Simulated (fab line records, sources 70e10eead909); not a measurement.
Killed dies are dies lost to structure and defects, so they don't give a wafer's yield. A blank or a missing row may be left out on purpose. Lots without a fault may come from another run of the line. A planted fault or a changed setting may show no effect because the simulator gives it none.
Which tool did it? | flow nand_harc | 6 lots, 18 wafers sampled, at 2 steps of a route of 1302

WHAT THE GAUGES READ, wafer by wafer
NHARC_A_M1_THK_MEAS_24: measures by xrf.
lot  | measured     | on            | thk_nm (nm)
L766 | day 23 11:22 | film_metro-02 | 151.3 153.0 152.3
L765 | day 23 21:37 | film_metro-01 | 155.4 154.8 153.8
L770 | day 26 07:57 | film_metro-01 | 155.9 156.4 153.4
L773 | day 26 22:52 | film_metro-02 | 153.1 154.9 155.6
L776 | day 28 12:06 | film_metro-02 | 153.0 154.7 154.4
L783 | day 30 21:28 | film_metro-02 | 154.1 154.0 152.5

WHICH TOOL RAN EACH LOT (tool, then ch and the chambers of the sampled wafers, then the start)
lot  | NHARC_A_M1_CMP_23
L766 | cmp-03 ch 0,2, day 23 11:03
L765 | cmp-04 ch 2,3, day 23 21:19
L770 | cmp-02 ch 0,2,3, day 26 07:42
L773 | cmp-02 ch 0,1,2, day 26 22:34
L776 | cmp-02 ch 0,2, day 28 11:47
L783 | cmp-02 ch 0,1,2, day 30 21:09
- NHARC_A_M1_CMP_23: polishes, t overpolish 20 s, target thk 154.34 nm.

THE ANSWER, worked out from the rows above alone
Rule: what is usual is taken from the lots themselves. Put in order of their means at a reading, lots are off if they are a third of the lots or fewer, leave a main group of 4 or more, and stand apart from it by a gap of 3 or more times the standard deviation of the main group's means; of several such gaps the widest counts. A main group whose means are all the same, to the digits that the tables above print for the reading, isn't used. A lot without any number at a reading at which 4 lots or more have one is off too. The other lots that the step has rows for count as sound.
No lot is off at any reading shown: from this, nothing can be told.

WHAT THE SIMULATOR HAD PUT IN
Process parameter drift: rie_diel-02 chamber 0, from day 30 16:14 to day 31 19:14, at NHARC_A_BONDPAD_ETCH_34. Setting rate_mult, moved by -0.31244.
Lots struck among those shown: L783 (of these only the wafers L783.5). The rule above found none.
